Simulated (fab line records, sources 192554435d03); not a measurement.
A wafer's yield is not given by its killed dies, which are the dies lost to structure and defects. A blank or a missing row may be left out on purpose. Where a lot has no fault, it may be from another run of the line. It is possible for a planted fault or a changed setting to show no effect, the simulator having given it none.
fab line records	flow n5_finfet
record: lots: 7	wafers: 21
route steps=1938 shown BEOL_M10@1509 BEOL_M11@1543 BEOL_M13@1662 BEOL_M15@1819 MIM_BOT@1833
start_h: hours from the record's opening day to when the first of the lot's shown wafers began	wait_h: hours since the lot's step before	" repeats the value in the row above	L1.1+2: a row that stands for several wafers	- either no value or no given start	* or withheld: withheld	< > ~ a bound
route shown NAME@n: a module of which the file shows steps, and the number in the route of the first	usual: the fault-free wafers' mean and standard deviation	same: alike in all rows	chamber/n: place in a boat	sites: per-site readings	_std_site: standard deviation across them	_edge_site: inner sites' mean taken away from outer sites' mean	radius_mm: for every site, how far away it sits from the centre of the wafer	mask NAME#n: copy n	behind: tool/chamber where the wafer was last shaped	hold: reason for holding the lot/hours on hold/outcome of the hold	device: the n, p or np transistor that did not switch	end of line: the same wafers' tests at the end of the route	where a step has no rows: the recipe by itself	killed: the dies lost at the first sort to structure and to defects; this is not the yield of the wafer	map: the dies of a wafer, with x for killed, . for not killed, _ for no die there
set.NAME: the setting that was run; set.NAME@STEP: the one run at that earlier step	model.NAME: the simulator's own value behind a step, which no gauge read
one table per step and one row per wafer, for lots whose settings were changed on purpose
== steps ==
step: N5_BEOL_M10_VIA_ETCH_34
recipe: chemistry: C4F6/O2	target: SiCOH_lowk	target_depth_a: 1845	mask_material: SOC	taper_deg: 4	time_s: 69.2	ion_energy_ev: 250	pressure_mtorr: 30	source_w: 345	bias_w: 185	Ar_flow_sccm: 300	C4F6_flow_sccm: 10	O2_flow_sccm: 10
lot.wafer	tool	chamber	start_h	wait_h	set.time_s	model.etch.depth_nm	model.SOC_of_BEOL_M10_COAT_63.thk_nm
L076.1	rie_diel-03	3	221.16	0.0	53.94	147.2	92.8
L076.4	"	1	"	"	69.2	181.3	91.6
L076.5	"	1	"	"	69.2	179.9	91.8
L084.1	rie_diel-01	2	289.82	0.0	84.43	224.6	90
L084.4	"	0	"	"	69.2	182.3	91.8
L084.5	"	1	"	"	84.43	229.7	89.6
L085.1	rie_diel-03	1	292.18	0.0	69.2	178.8	92.4
L085.3	"	2	"	"	69.2	183.8	92.4
L085.5	"	0	"	"	63.96	169.2	92.8
L086.2	rie_diel-04	1	293.71	0.0	69.2	182	92
L086.4	"	1	"	"	69.2	183.4	92.4
L086.5	"	2	"	"	69.2	185.3	92.4
L088.1	rie_diel-04	0	296.83	0.0	80.51	209.5	91.2
L088.4	"	1	"	"	69.2	185.5	92
L088.6	"	0	"	"	69.2	182.1	92.2
L089.2	rie_diel-04	2	304.21	0.0	69.2	185.9	91.4
L089.3	"	1	"	"	69.2	184.6	91.6
L089.6	"	2	"	"	69.2	186.9	91.6
L091.1	rie_diel-04	0	338.04	0.0	81.74	213.9	90.4
L091.4	"	3	"	"	81.74	226.1	89.8
L091.6	"	2	"	"	69.2	188.9	92
step: N5_BEOL_M10_TRENCH_ETCH_37
recipe: chemistry: C4F6/O2	target_depth_a: 1488.3	target: SiCOH_lowk	time_s: 48	ion_energy_ev: 250	pressure_mtorr: 30	source_w: 345	bias_w: 185	Ar_flow_sccm: 300	C4F6_flow_sccm: 10	O2_flow_sccm: 10
usual: rf_vpp_V: 666/11
lot.wafer	tool	chamber	start_h	wait_h	set.bias_w	rf_vpp_V
L076.1	rie_diel-03	3	-	-	196.3	673
L076.4	"	1	"	"	185	673
L076.5	"	1	"	"	196.3	705
L084.1	rie_diel-01	2	-	-	213	760
L084.4	"	0	"	"	213	722
L084.5	"	1	"	"	185	663
L085.1	rie_diel-03	1	-	-	175.8	645
L085.3	"	2	"	"	185	660
L085.5	"	0	"	"	175.8	632
L086.2	rie_diel-04	1	-	-	185	676
L086.4	"	1	"	"	169.9	632
L086.5	"	2	"	"	169.9	634
L088.1	rie_diel-04	0	-	-	195	686
L088.4	"	1	"	"	185	677
L088.6	"	0	"	"	185	659
L089.2	rie_diel-04	2	-	-	185	678
L089.3	"	1	"	"	185	678
L089.6	"	2	"	"	185	678
L091.1	rie_diel-04	0	-	-	173	624
L091.4	"	3	"	"	185	667
L091.6	"	2	"	"	173	643
step: N5_BEOL_M11_COAT_05
recipe: resist: CAR-ArF	spin_rpm: 1500	resist_thk_nm: 90
lot.wafer	tool	chamber	start_h	wait_h	set.spin_rpm	model.CAR-ArF_of_BEOL_M11_COAT_05.thk_nm
L076.1	litho_track-05	0	-	-	1500	89.8
L076.4	"	0	"	"	1500	90
L076.5	"	0	"	"	1597	87
L084.1	litho_track-04	0	-	-	1584	87.6
L084.4	"	0	"	"	1584	87.8
L084.5	"	0	"	"	1500	90.2
L085.1	litho_track-03	0	-	-	1500	90.2
L085.3	"	0	"	"	1500	90.4
L085.5	"	0	"	"	1500	90
L086.2	litho_track-05	0	-	-	1500	90.2
L086.4	"	0	"	"	1500	90
L086.5	"	0	"	"	1548	88.6
L088.1+4	litho_track-03	0	-	-	1372	94.4
L088.6	"	0	"	"	1372	94.2
L089.2+3+6	litho_track-04	0	-	-	1500	90.4
L091.1	litho_track-05	0	-	-	1500	89.6
L091.4	"	0	"	"	1390	93.2
L091.6	"	0	"	"	1500	89.8
step: N5_BEOL_M11_EXPOSE_08
recipe: mask_id: M11	na: 1.35	source_shape: dipole	sigma_inner: 0.411	sigma_outer: 0.611	polarization: te	dose_mj: 53.75
lot.wafer	tool	chamber	start_h	wait_h	mask	set.dose_mj
L076.1	arfi_scanner-03	0	225.19	-	M11#0	50.59
L076.4+5	"	0	"	"	M11#0	53.75
L084.1+5	arfi_scanner-02	0	297.52	-	M11#0	53.75
L084.4	"	0	"	"	M11#0	55.28
L085.1+5	arfi_scanner-01	0	298.02	-	M11#0	54.84
L085.3	"	0	"	"	M11#0	53.75
L086.2+4+5	arfi_scanner-02	0	301.41	-	M11#0	53.75
L088.1+4	arfi_scanner-03	0	301.90	-	M11#0	53.75
L088.6	"	0	"	"	M11#0	52.33
L089.2+3+6	arfi_scanner-02	0	308.90	-	M11#0	53.75
L091.1+4	arfi_scanner-02	0	344.12	-	M11#0	53.75
L091.6	"	0	"	"	M11#0	50.16
step: N5_BEOL_M11_PEB_09
recipe: peb_temp_c: withheld	peb_time_s: 60	resist: CAR-ArF
step: N5_BEOL_M11_DEVELOP_10
recipe: develop_time_s: 30	developer: TMAH	resist: CAR-ArF	rinse_liquid: diw	dry: air_spin	dev_temp_c: 23
lot.wafer	tool	chamber	start_h	wait_h	set.spin_rpm@BEOL_M11_COAT_05	model.CAR-ArF_of_BEOL_M11_COAT_05.thk_nm
L076.1	litho_track-04	0	-	-	1500	88
L076.4	"	0	"	"	1500	88.2
L076.5	"	0	"	"	1597	85.4
L084.1	litho_track-03	0	-	-	1584	85.8
L084.4	"	0	"	"	1584	86
L084.5	"	0	"	"	1500	88.6
L085.1+5	litho_track-05	0	-	-	1500	88.4
L085.3	"	0	"	"	1500	88.8
L086.2	litho_track-04	0	-	-	1500	88.6
L086.4	"	0	"	"	1500	88.4
L086.5	"	0	"	"	1548	87
L088.1+6	litho_track-04	0	-	-	1372	92.6
L088.4	"	0	"	"	1372	92.8
L089.2+3+6	litho_track-04	0	-	-	1500	88.8
L091.1	litho_track-04	0	-	-	1500	88
L091.4	"	0	"	"	1390	91.4
L091.6	"	0	"	"	1500	88.2
step: N5_BEOL_M11_CD_MEAS_11
recipe: target_cd_nm: 64.1	landing_energy_ev: 500	detector: se_inlens	polarity: opening
usual: cd_nm: 64.2/0.6
lot.wafer	tool	chamber	start_h	wait_h	set.dose_mj@BEOL_M11_EXPOSE_08	cd_nm
L076.1	cd_sem-01	0	225.31	-	50.59	60.5
L076.4	"	0	"	"	53.75	63.5
L076.5	"	0	"	"	53.75	63.2
L084.1	cd_sem-02	0	297.64	-	53.75	64.6
L084.4	"	0	"	"	55.28	67.1
L084.5	"	0	"	"	53.75	65.0
L085.1	cd_sem-03	0	298.14	-	54.84	65.4
L085.3	"	0	"	"	53.75	63.6
L085.5	"	0	"	"	54.84	65.3
L086.2	cd_sem-01	0	301.53	-	53.75	63.6
L086.4	"	0	"	"	53.75	63.4
L086.5	"	0	"	"	53.75	63.6
L088.1	cd_sem-02	0	302.03	-	53.75	62.8
L088.4	"	0	"	"	53.75	63.2
L088.6	"	0	"	"	52.33	61.5
L089.2	cd_sem-03	0	309.02	-	53.75	64.4
L089.3	"	0	"	"	53.75	64.5
L089.6	"	0	"	"	53.75	63.7
L091.1	cd_sem-02	0	344.25	-	53.75	64.2
L091.4	"	0	"	"	53.75	64.6
L091.6	"	0	"	"	50.16	61.1
step: N5_BEOL_M11_DESCUM_16
recipe: chemistry: O2	time_s: 7.9	source_power_w: 50	bias_power_w: 20	pressure_mtorr: 20	rf_frequency_hz: 2.712e+07	temp_c: 40	resist: CAR-ArF	o2_flow_sccm: 225
step: N5_BEOL_M11_ETCH_61
recipe: chemistry: CF4	target: SiARC	target_depth_a: 390	mask_material: CAR-ArF	time_s: 65	ion_energy_ev: 80	pressure_mtorr: 40	source_w: 545	bias_w: 36	Ar_flow_sccm: 100	cf4_flow_sccm: 100	ends: cleared
lot.wafer	tool	chamber	start_h	wait_h	set.dose_mj@BEOL_M11_EXPOSE_08	model.BEOL_M11.cd_offset_nm
L076.1	rie_diel-02	1	225.44	0.0	50.59	-3.6
L076.4+5	"	0	"	"	53.75	-1
L084.1	rie_diel-05	1	297.77	0.0	53.75	0.4
L084.4	"	2	"	"	55.28	2.6
L084.5	"	0	"	"	53.75	0.6
L085.1	rie_diel-06	3	298.27	0.0	54.84	1.2
L085.3	"	0	"	"	53.75	-0.8
L085.5	"	1	"	"	54.84	1
L086.2	rie_diel-06	3	301.65	0.0	53.75	-0.4
L086.4	"	2	"	"	53.75	-0.6
L086.5	"	3	"	"	53.75	-0.2
L088.1+4	rie_diel-05	2,1	302.15	0.0	53.75	-1.4
L088.6	"	0	"	"	52.33	-2.4
L089.2	rie_diel-05	1	309.16	0.0	53.75	0
L089.3	"	3	"	"	53.75	0.6
L089.6	"	2	"	"	53.75	-0.2
L091.1	rie_diel-06	1	344.46	0.0	53.75	0.6
L091.4	"	3	"	"	53.75	0.4
L091.6	"	1	"	"	50.16	-3
step: N5_BEOL_M11_ETCH_62
recipe: chemistry: N2/H2	target: SOC	target_depth_a: 1100	overetch_a: 220	mask_material: SiARC	temp_c: 40	time_s: 165	ion_energy_ev: 200	pressure_mtorr: 30	source_w: 840	bias_w: 150	n2_flow_sccm: 200	h2_flow_sccm: 200
lot.wafer	tool	chamber	start_h	wait_h	set.dose_mj@BEOL_M11_EXPOSE_08	model.BEOL_M11.cd_offset_nm
L076.1	rie_diel-02	1	225.49	0.0	50.59	-3.4
L076.4	"	0	"	"	53.75	-1
L076.5	"	0	"	"	53.75	-1.2
L084.1	rie_diel-05	1	297.82	0.0	53.75	0.8
L084.4	"	2	"	"	55.28	2.4
L084.5	"	0	"	"	53.75	0.6
L085.1+5	rie_diel-06	3,1	298.32	0.0	54.84	1
L085.3	"	0	"	"	53.75	-1
L086.2	rie_diel-06	3	301.70	0.0	53.75	-0.4
L086.4	"	2	"	"	53.75	-0.6
L086.5	"	3	"	"	53.75	-0.2
L088.1+4	rie_diel-05	2,1	302.20	0.0	53.75	-1.2
L088.6	"	0	"	"	52.33	-2.6
L089.2	rie_diel-05	1	309.21	0.0	53.75	0.2
L089.3	"	3	"	"	53.75	0.6
L089.6	"	2	"	"	53.75	-0.2
L091.1	rie_diel-06	1	344.51	0.0	53.75	0.8
L091.4	"	3	"	"	53.75	0.4
L091.6	"	1	"	"	50.16	-3
step: N5_BEOL_M11_STRIP_68
recipe: chemistry: N2/H2	temp_c: 40	n2_flow_sccm: 200	h2_flow_sccm: 200	rf_frequency_hz: 6e+07
step: N5_BEOL_M11_STRIP_67
recipe: chemistry: CF4	resist: SiARC	power_w: 300	bias_power_w: 75	pressure_mtorr: 50	cf4_flow_sccm: 150	rf_frequency_hz: 6e+07
step: N5_BEOL_M11_HM_OPEN_17
recipe: chemistry: Cl2/BCl3	target_depth_a: 200	overetch_a: 60	target: TiN	mask_material: SOC	ion_energy_ev: 150	pressure_mtorr: 10	icp_w: 1000	bias_w: 126	Cl2_flow_sccm: 53.25	bcl3_flow_sccm: 21.75	Ar_flow_sccm: 25
step: N5_BEOL_M11_STRIP_19
recipe: chemistry: O2	power_w: 400	temp_c: 40	pressure_mtorr: 30	rf_frequency_hz: 6e+07	bias_power_w: 0	overash_fraction: 0.2	o2_flow_sccm: 225
step: N5_BEOL_M11_CD_MEAS_18
recipe: pitch_nm: 140	target_cd_nm: 70
usual: cd_nm: 70.1/0.66
lot.wafer	tool	chamber	start_h	wait_h	set.dose_mj@BEOL_M11_EXPOSE_08	cd_nm
L076.1	cd_sem-01	-	225.85	0.0	50.59	66.4
L076.4	"	-	"	"	53.75	68.8
L076.5	"	-	"	"	53.75	68.7
L084.1	cd_sem-02	-	298.19	0.0	53.75	71.0
L084.4	"	-	"	"	55.28	72.5
L084.5	"	-	"	"	53.75	70.3
L085.1	cd_sem-01	-	298.69	0.0	54.84	70.6
L085.3	"	-	"	"	53.75	69.0
L085.5	"	-	"	"	54.84	71.0
L086.2	cd_sem-02	-	302.10	0.1	53.75	70.1
L086.4	"	-	"	"	53.75	69.2
L086.5	"	-	"	"	53.75	69.8
L088.1	cd_sem-03	-	302.72	0.0	53.75	68.8
L088.4	"	-	"	"	53.75	69.1
L088.6	"	-	"	"	52.33	67.0
L089.2	cd_sem-02	-	309.66	0.1	53.75	70.2
L089.3	"	-	"	"	53.75	70.6
L089.6	"	-	"	"	53.75	69.7
L091.1	cd_sem-03	-	344.88	0.0	53.75	70.3
L091.4	"	-	"	"	53.75	70.2
L091.6	"	-	"	"	50.16	67.1
step: N5_BEOL_M11_COAT_63
recipe: resist: SOC	temp_c: 250	time_s: 60	spin_rpm: 1500	resist_thk_nm: 100
step: N5_BEOL_M11_COAT_64
recipe: resist: SiARC	temp_c: 220	time_s: 60	spin_rpm: 1500	resist_thk_nm: 30
step: N5_BEOL_M11_PRECLEAN_42
recipe: chemistry: residue_remover	time_s: 60	temp_c: 40
step: N5_BEOL_M11_SRD_43
recipe: time_s: 30	temp_c: 23	rinse_liquid: diw	dry: ipa_marangoni
step: N5_BEOL_M11_CD_MEAS_35
recipe: target_cd_nm: 70	polarity: opening
usual: cd_nm: 70.1/0.64
lot.wafer	tool	chamber	start_h	wait_h	set.dose_mj@BEOL_M11_EXPOSE_08	cd_nm
L076.1	cd_sem-02	-	228.32	0.0	50.59	66.4
L076.4	"	-	"	"	53.75	69.2
L076.5	"	-	"	"	53.75	68.8
L085.1	cd_sem-02	-	301.65	0.0	54.84	70.8
L085.3	"	-	"	"	53.75	69.1
L085.5	"	-	"	"	54.84	71.0
L084.1	cd_sem-03	-	301.72	0.0	53.75	70.8
L084.4	"	-	"	"	55.28	72.2
L084.5	"	-	"	"	53.75	70.6
L086.2	cd_sem-03	-	303.34	0.0	53.75	69.3
L086.4	"	-	"	"	53.75	69.4
L086.5	"	-	"	"	53.75	70.0
L088.1	cd_sem-03	-	303.87	0.0	53.75	68.7
L088.4	"	-	"	"	53.75	68.8
L088.6	"	-	"	"	52.33	67.6
L089.2	cd_sem-03	-	311.47	0.0	53.75	70.0
L089.3	"	-	"	"	53.75	69.7
L089.6	"	-	"	"	53.75	70.2
L091.1	cd_sem-02	-	348.02	0.0	53.75	70.8
L091.4	"	-	"	"	53.75	70.1
L091.6	"	-	"	"	50.16	66.9
step: N5_BEOL_M13_COAT_04
recipe: spin_rpm: 1625	resist_thk_nm: 400
lot.wafer	tool	chamber	start_h	wait_h	set.spin_rpm	model.coat_of_BEOL_M13_COAT_04.thk_nm
L076.1	litho_track-05	0	-	-	1625	402
L076.4	"	0	"	"	1499	418.8
L076.5	"	0	"	"	1499	418
L085.1+5	litho_track-02	0	-	-	1625	399.8
L085.3	"	0	"	"	1625	400
L084.1	litho_track-02	0	-	-	1625	401.2
L084.4	"	0	"	"	1625	400.6
L084.5	"	0	"	"	1625	400.4
L086.2+4	litho_track-05	0	-	-	1625	398.6
L086.5	"	0	"	"	1784	380.2
L088.1	litho_track-02	0	-	-	1528	411.2
L088.4	"	0	"	"	1625	398.2
L088.6	"	0	"	"	1625	399.6
L089.2	litho_track-02	0	-	-	1625	401.4
L089.3	"	0	"	"	1625	402.2
L089.6	"	0	"	"	1625	401
L091.1	litho_track-04	0	-	-	1625	399.4
L091.4	"	0	"	"	1625	399.2
L091.6	"	0	"	"	1625	399
step: N5_BEOL_M13_SPUTTER_43
recipe: material: TaN	target_thk_a: 150	temp_c: 50	bias_v: 168.6	power_w: 15000	chamber_pressure_pa: 0.12	time_s: 24.19
lot.wafer	tool	chamber	start_h	wait_h	set.power_w	model.TaN_of_BEOL_M13_SPUTTER_43.thk_nm
L076.1	pvd_sputter-02	-	244.21	0.0	17260	17.2
L076.4	"	-	"	"	17260	17.6
L076.5	"	-	"	"	17260	17.4
L085.1	pvd_sputter-01	-	311.87	0.0	13480	13.8
L085.3	"	-	"	"	15000	15.6
L085.5	"	-	"	"	15000	15.2
L084.1+4	pvd_sputter-02	-	314.34	0.0	15000	15.4
L084.5	"	-	"	"	15000	15.6
L086.2+4	pvd_sputter-02	-	317.91	0.0	15000	14.8
L086.5	"	-	"	"	15000	15
L088.1	pvd_sputter-01	-	323.78	0.0	17170	17.4
L088.4	"	-	"	"	15000	15.4
L088.6	"	-	"	"	17170	17.6
L089.2+3+6	pvd_sputter-01	-	329.22	0.0	15000	15.2
L091.1	pvd_sputter-01	-	361.72	0.0	15730	16
L091.4	"	-	"	"	15000	15.2
L091.6	"	-	"	"	15730	15.8
step: N5_BEOL_M13_CMP_49
recipe: stop_on: SiOC	t_overpolish_s: 17.1	down_force_psi: 1	platen_rpm: 50	clearing_platen_down_force_psi: 1.5	clearing_platen_rpm: 50	post_cmp_clean: cu_alkaline	target_thk_nm: 420	clearing_platen_pad_velocity_m_s: 0.99484	pad_velocity_m_s: 0.99484
usual: barrier_field_endpoint_s: 30.5/0.79
lot.wafer	tool	chamber	start_h	wait_h	set.down_force_psi	barrier_field_endpoint_s
L076.4	cmp-04	3	245.10	0.1	1	33.1
L076.1	"	1	"	"	1.183	27.9
L076.5	"	0	"	"	1	33.2
L085.3	cmp-03	1	312.64	0.2	1	30.4
L085.1	"	3	"	"	1	29.5
L085.5	"	0	"	"	0.8768	34.4
L084.4	cmp-04	1	315.23	0.1	1	31.4
L084.1	"	0	"	"	1.128	27.5
L084.5	"	2	"	"	1	30.3
L086.2	cmp-02	1	318.68	0.2	1.149	26.3
L086.4	"	3	"	"	1	29.8
L086.5	"	0	"	"	1.149	25.6
L088.1	cmp-02	2	324.52	0.3	0.8336	40.0
L088.4	"	3	"	"	0.8336	38.5
L088.6	"	3	"	"	1	33.5
L089.3	cmp-02	2	330.16	0.2	1	30.7
L089.2	"	3	"	"	1	30.4
L089.6	"	3	"	"	1	30.7
L091.1	cmp-04	1	362.63	0.3	1.19	26.1
L091.4	"	0	"	"	1.19	25.7
L091.6	"	1	"	"	1	31.8
step: N5_BEOL_M15_SPUTTER_43
recipe: material: TaN	target_thk_a: 150	temp_c: 50	bias_v: 168.6	power_w: 15000	chamber_pressure_pa: 0.12	time_s: 24.19
lot.wafer	tool	chamber	start_h	wait_h	set.power_w	model.TaN_of_BEOL_M15_SPUTTER_43.thk_nm
L076.1+5	pvd_sputter-01	-	264.35	0.0	13270	13.6
L076.4	"	-	"	"	15000	15
L085.1	pvd_sputter-02	-	323.57	0.0	15000	14.8
L085.3+5	"	-	"	"	15920	15.8
L084.1	pvd_sputter-02	-	329.06	0.0	16240	16.2
L084.4	"	-	"	"	16240	16.4
L084.5	"	-	"	"	15000	15.2
L086.2	pvd_sputter-03	-	330.45	0.0	12470	12.2
L086.4+5	"	-	"	"	15000	14.8
L088.1+6	pvd_sputter-01	-	334.10	0.0	15000	15.2
L088.4	"	-	"	"	15000	15
L089.2+6	pvd_sputter-01	-	344.80	0.0	15000	15.2
L089.3	"	-	"	"	15000	15
L091.1+4	pvd_sputter-03	-	372.44	0.0	17650	17.6
L091.6	"	-	"	"	15000	14.8
step: N5_MIM_BOT_SPUTTER_00
recipe: material: TiN	target_thk_a: 350	temp_c: 200	power_w: 3000	chamber_pressure_pa: 0.49996	gas: Ar	reactive_partial_pa: 0.37997	time_s: 89.7
lot.wafer	tool	chamber	start_h	wait_h	set.power_w	model.TiN_of_MIM_BOT_SPUTTER_00.thk_nm
L076.1+4	pvd_sputter-01	-	268.06	0.0	3000	34.8
L076.5	"	-	"	"	2677	30.8
L085.1+3	pvd_sputter-01	-	326.20	0.0	3000	35
L085.5	"	-	"	"	3186	36.8
L084.1	pvd_sputter-02	-	331.90	0.0	3000	34.6
L084.4	"	-	"	"	3000	34.4
L084.5	"	-	"	"	3000	35
L086.2	pvd_sputter-01	-	332.98	0.0	3000	35
L086.4	"	-	"	"	3000	35.4
L086.5	"	-	"	"	3000	35.2
L088.1	pvd_sputter-01	-	337.35	0.0	3000	34.4
L088.4	"	-	"	"	3000	34.8
L088.6	"	-	"	"	3143	36.4
L089.2+6	pvd_sputter-01	-	348.59	0.0	3000	35
L089.3	"	-	"	"	3000	34.8
L091.1	pvd_sputter-02	-	375.01	0.0	3000	35.4
L091.4	"	-	"	"	3000	35.2
L091.6	"	-	"	"	3166	37.2
== key ==
split: step: N5_BEOL_M10_VIA_ETCH_34	setting: time_s	stated: 69.2	by: wafer
response: step: N5_BEOL_M10_VIA_ETCH_34	reading: model.etch.depth_nm	change: +1.72	per: 1%	r: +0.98
response: step: N5_BEOL_M10_VIA_ETCH_34	reading: model.SOC_of_BEOL_M10_COAT_63.thk_nm	change: -0.0742	per: 1%	r: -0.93
split: step: N5_BEOL_M10_TRENCH_ETCH_37	setting: bias_w	stated: 185	by: wafer
response: step: N5_BEOL_M10_TRENCH_ETCH_37	reading: rf_vpp_V	change: +4.78	per: 1%	r: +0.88
split: step: N5_BEOL_M11_COAT_05	setting: spin_rpm	stated: 1500	by: wafer
response: step: N5_BEOL_M11_COAT_05	reading: model.CAR-ArF_of_BEOL_M11_COAT_05.thk_nm	change: -0.461	per: 1%	r: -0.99
response: step: N5_BEOL_M11_DEVELOP_10	reading: model.CAR-ArF_of_BEOL_M11_COAT_05.thk_nm	change: -0.449	per: 1%	r: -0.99
split: step: N5_BEOL_M11_EXPOSE_08	setting: dose_mj	stated: 53.75	by: wafer
response: step: N5_BEOL_M11_CD_MEAS_11	reading: cd_nm	change: +0.543	per: 1%	r: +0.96
response: step: N5_BEOL_M11_ETCH_61	reading: model.BEOL_M11.cd_offset_nm	change: +0.52	per: 1%	r: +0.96
response: step: N5_BEOL_M11_ETCH_62	reading: model.BEOL_M11.cd_offset_nm	change: +0.51	per: 1%	r: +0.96
response: step: N5_BEOL_M11_CD_MEAS_18	reading: cd_nm	change: +0.499	per: 1%	r: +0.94
response: step: N5_BEOL_M11_CD_MEAS_35	reading: cd_nm	change: +0.512	per: 1%	r: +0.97
split: step: N5_BEOL_M13_COAT_04	setting: spin_rpm	stated: 1625	by: wafer
response: step: N5_BEOL_M13_COAT_04	reading: model.coat_of_BEOL_M13_COAT_04.thk_nm	change: -1.99	per: 1%	r: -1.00
split: step: N5_BEOL_M13_SPUTTER_43	setting: power_w	stated: 15000	by: wafer
response: step: N5_BEOL_M13_SPUTTER_43	reading: model.TaN_of_BEOL_M13_SPUTTER_43.thk_nm	change: +0.149	per: 1%	r: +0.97
split: step: N5_BEOL_M13_CMP_49	setting: down_force_psi	stated: 1	by: wafer
response: step: N5_BEOL_M13_CMP_49	reading: barrier_field_endpoint_s	change: -0.304	per: 1%	r: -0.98
split: step: N5_BEOL_M15_SPUTTER_43	setting: power_w	stated: 15000	by: wafer
response: step: N5_BEOL_M15_SPUTTER_43	reading: model.TaN_of_BEOL_M15_SPUTTER_43.thk_nm	change: +0.149	per: 1%	r: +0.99
split: step: N5_MIM_BOT_SPUTTER_00	setting: power_w	stated: 3000	by: wafer
response: step: N5_MIM_BOT_SPUTTER_00	reading: model.TiN_of_MIM_BOT_SPUTTER_00.thk_nm	change: +0.353	per: 1%	r: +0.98
